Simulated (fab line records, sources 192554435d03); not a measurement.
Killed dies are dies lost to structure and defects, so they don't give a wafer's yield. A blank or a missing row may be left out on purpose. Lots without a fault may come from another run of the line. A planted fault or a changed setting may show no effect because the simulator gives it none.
Problem report in the 8D (eight disciplines) form, filled by code | flow n5_finfet | the parts of the form that need people (team, actions taken, sign-off) are left out

1. THE PROBLEM
SDB_OVL at N5_SDB_OVL_MEAS_12 reads a mean of 12.2 nm on 6 wafers of 2 lots; wafers without a fault read 0.3 nm with a standard deviation of 0.75. That is +16 standard deviations from the usual mean.
First seen on wafer L511.3, day 8 00:16, on overlay-01. The record holds 27 wafers of 9 lots with a number at this step. Rule for "out", or "out of limits": more than 4 standard deviations from the usual mean. The other wafers with a number count as sound.

2. WHAT IT IS AND WHAT IT IS NOT
question                    | is                     | is not
which readings at this step | SDB_OVL                | -
which lots                  | L511, L514             | L496, L497, L498, L506, L513, L516, L517
which wafers of those lots  | all that have a number | -
read on which gauges        | overlay-01, overlay-02 | -
when                        | from day 8 00:16       | up to then (12 sound wafers); but 9 sound wafers of L513, L516, L517 came after

3. SUSPECTS, AND WHAT RULES EACH OUT
Counting: a tool at a process step up to the reading stays a suspect if it ran every lot that is out and no sound lot after the first of them.
- the gauge at N5_SDB_OVL_MEAS_12: ruled out. The wafers that are out were read on 2 gauges (overlay-01, overlay-02).
- cmp-03 at N5_ILD0_CMP_07 (polishes SiO2 flowable, stops on poly-Si, t overpolish 1.18 s, target thk 138.88 nm): kept. It ran every lot that is out, first L511 (day 7 20:20), and no sound lot after that; its last sound lot up to then is L498 (day 4 14:40).
- arfi_scanner-02 at N5_SDB_EXPOSE_08 (exposes mask SDB): kept. It ran every lot that is out, first L511 (day 8 00:07), and no sound lot after that; its last sound lot up to then is L506 (day 6 18:07).
Left after counting: cmp-03 at N5_ILD0_CMP_07, arfi_scanner-02 at N5_SDB_EXPOSE_08.

4. THE CAUSE (what the simulator had put in)
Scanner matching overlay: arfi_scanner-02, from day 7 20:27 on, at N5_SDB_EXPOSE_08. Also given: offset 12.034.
Counting left 2 suspects, and this tool is among them.

5. THE CHAIN OF EFFECTS, in route order
Each row: a reading whose mean over the struck wafers that have a number lies more than 3 standard deviations from the usual. Only readings for which the record gives a usual standard deviation are gone through. hours: the time from each lot's start at the first step in this table that gives one to its start at this step, as a median over the lots. sigmas: the change in usual standard deviations.
hours | step                    | reading              | usual  | on struck wafers | change | sigmas
0     | N5_SDB_OVL_MEAS_12      | SDB_OVL              | 0.3 nm | 12.2             | +11.9  | +16
229   | N5_PASSIVATION_PROBE_49 | defect_limited_yield | 91.2 % | 0.0              | -91.2  | -65
229   | N5_PASSIVATION_PROBE_49 | killed_at_front_end  | 41     | 1119             | +1078  | +98
229   | N5_PASSIVATION_PROBE_49 | killed_dies          | 103    | 1180             | +1077  | +67
229   | N5_PASSIVATION_PROBE_49 | killed_on_rim        | 13     | 152              | +139   | +41
229   | N5_PASSIVATION_PROBE_49 | sort_bin_5_function  | 5.1 %  | 51.8             | +46.7  | +51
229   | N5_PASSIVATION_PROBE_49 | sort_n_pass          | 1077   | 0                | -1077  | -67
229   | N5_PASSIVATION_PROBE_49 | sort_yield_pct       | 91.2 % | 0.0              | -91.2  | -65
The process steps in it:
- N5_PASSIVATION_PROBE_49
Later measuring or inspecting steps at which every struck wafer that the step has a row for has a number for every such reading, and none has moved that far: N5_BEOL_M4_RC_MEAS_101.

6. WHAT WOULD HAVE CAUGHT IT SOONER
In this record the first reading out of limits at a measuring or inspecting step was taken at day 8 00:16, 4 hours after the fault began at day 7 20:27.
Of the tool readings at N5_SDB_EXPOSE_08 for which the record gives a usual standard deviation, none was out on any struck wafer, so an alarm limit of 4 standard deviations on them would not have fired.
Of the lots that are out (2), L514 began N5_SDB_EXPOSE_08 on arfi_scanner-02 after day 8 00:16. A hold on the tool at that time would have spared it.
